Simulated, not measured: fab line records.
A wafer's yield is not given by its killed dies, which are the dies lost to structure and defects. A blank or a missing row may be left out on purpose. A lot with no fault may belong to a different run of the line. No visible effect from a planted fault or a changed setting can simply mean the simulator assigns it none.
Matching of chambers | flow nand_harc | NHARC_A_CONTACT_DEP_29 on pecvd-01: 3 sister chambers
The step deposits SiON, target thk 70 nm. 6 wafers are shown with their chamber, then 7 later ones without.

## WAFERS PAIRED WITH THEIR CHAMBERS
wafer  | chamber | heater_power_w (W) | heater_power_outer_w (W)
L484.3 | 1       | 908                | 514
L485.4 | 2       | 755                | 467
L490.3 | 2       | 786                | 476
L490.4 | 0       | 758                | 442
L495.3 | 1       | 860                | 483
L495.4 | 0       | 798                | 455

## WAFERS WITH NO CHAMBER GIVEN
wafer  | heater_power_w (W) | heater_power_outer_w (W)
L495.6 | 852                | 485
L496.4 | 700                | 431
L496.5 | 676                | 376
L496.6 | 839                | 459
L505.4 | 804                | 465
L505.5 | 843                | 501
L505.6 | 902                | 508

## WHICH CHAMBER EACH WENT THROUGH
wafer  | from the rows above          | in truth
L495.6 | can't be placed: 1 or 2      | 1
L496.4 | can't be placed: 0 or 2      | 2
L496.5 | can't be placed: 0 or 2      | 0
L496.6 | can't be placed: 0 or 2 or 1 | 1
L505.4 | can't be placed: 2 or 0      | 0
L505.5 | can't be placed: 1 or 2      | 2
L505.6 | 1                            | 1
Correct placement for 1 of the 7. These rows do not allow placing 6 (true chamber among the candidates in 6). 0 placed wrongly.
How it was worked out, from the rows above alone: a wafer's distance from a chamber is the root of the sum, over the readings, of the square of ((its reading less the chamber's mean) divided by the reading's scatter). The wafer belongs to the nearest chamber; if the next one is less than 2 further off, it can't be placed. For every chamber, the mean is computed from those of its wafers that are shown. The scatter: the root of (the sum of the squares of (reading less its chamber's mean) over the shown wafers, divided by (wafers less chambers)).
